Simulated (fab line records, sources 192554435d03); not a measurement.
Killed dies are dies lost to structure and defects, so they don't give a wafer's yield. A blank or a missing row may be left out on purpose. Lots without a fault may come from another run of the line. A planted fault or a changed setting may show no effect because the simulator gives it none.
One fault seen from 2 desks | flow n5_finfet | each desk has only its own numbers; what lay behind them comes last

THE TOOL OWNER'S DESK: litho_track-01
The tool's own readings at N5_BEOL_M4_COAT_73 (time 60 s, resist thk 5 nm): means of the sampled wafers that have a number, for each lot that ran on this tool. A lot is out of limits, marked OUT, if its mean lies more than 4 standard deviations from the usual mean; the brackets give that distance.
Columns: A = spin_speed_rpm at N5_BEOL_M4_COAT_73, usual 1499.8 rpm
lot  | first seen here | A
L393 | day 7 05:14     | 1500.6
L397 | day 8 08:53     | 1499.8
L404 | day 10 01:40    | 1688.0 (+99 or more) OUT
L406 | day 10 14:28    | 1688.7 (+99 or more) OUT
This desk's finding: out of limits on L404, L406; first on L404, day 10 01:40 (spin_speed_rpm at N5_BEOL_M4_COAT_73). In limits: L393, L397.

THE METROLOGY DESK
What the gauges read, lot by lot, whatever tool the lot ran on: means of the sampled wafers that have a number. A lot is out of limits, marked OUT, if its mean lies more than 4 standard deviations from the usual mean; the brackets give that distance. Of its 10 readings 7 are shown: those that lie furthest out on some lot.
Columns: A = DIBL_P at N5_BEOL_M4_RC_MEAS_101, usual 36.1 mV/V; B = IOFF_N at N5_BEOL_M4_RC_MEAS_101, usual 0.161 nA/um; C = IOFF_P at N5_BEOL_M4_RC_MEAS_101, usual 0.209 nA/um; D = ION_N at N5_BEOL_M4_RC_MEAS_101, usual 676 uA/um; E = SS_N at N5_BEOL_M4_RC_MEAS_101, usual 71.5 mV/dec; F = SS_P at N5_BEOL_M4_RC_MEAS_101, usual 73.2 mV/dec; G = VT_P at N5_BEOL_M4_RC_MEAS_101, usual -249.9 mV
lot  | first seen here | A    | B     | C     | D   | E    | F    | G
L393 | day 7 12:20     | 35.0 | 0.145 | 0.181 | 670 | 71.4 | 73.2 | -253.5
L397 | day 8 17:25     | 34.5 | 0.128 | 0.172 | 665 | 70.3 | 72.5 | -255.1
L399 | day 9 12:39     | 37.0 | 0.181 | 0.227 | 676 | 71.6 | 73.8 | -248.4
L401 | day 9 14:19     | 34.8 | 0.163 | 0.209 | 670 | 71.6 | 72.9 | -249.6
L404 | day 10 12:09    | 38.9 | 0.179 | 0.230 | 680 | 71.8 | 73.9 | -249.1
L406 | day 11 01:43    | 36.5 | 0.169 | 0.217 | 669 | 72.1 | 73.5 | -249.7
L408 | day 11 09:02    | 34.8 | 0.149 | 0.192 | 671 | 71.6 | 72.8 | -251.6
L412 | day 12 14:46    | 34.8 | 0.157 | 0.204 | 678 | 71.3 | 72.6 | -248.5
L415 | day 13 06:17    | 37.2 | 0.170 | 0.225 | 675 | 72.1 | 73.5 | -249.7
This desk's finding: nothing out of limits on any of the 9 lots.

PUT TOGETHER
The tool owner's desk could have raised an alarm at day 10 01:40, on L404, L406.
The metrology desk saw nothing out of limits.
The metrology desk has L404, L406 on record, within its limits.
Of the lots named, all ran N5_BEOL_M4_COAT_73 on litho_track-01.

WHAT THE SIMULATOR HAD PUT IN
Process parameter drift: litho_track-01, from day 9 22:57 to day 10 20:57, at N5_BEOL_M4_COAT_73. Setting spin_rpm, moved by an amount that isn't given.
Lots struck among those shown: L404, L406.
Hours from the fault's start to each desk's first reading out of limits: the tool owner's desk, 3.
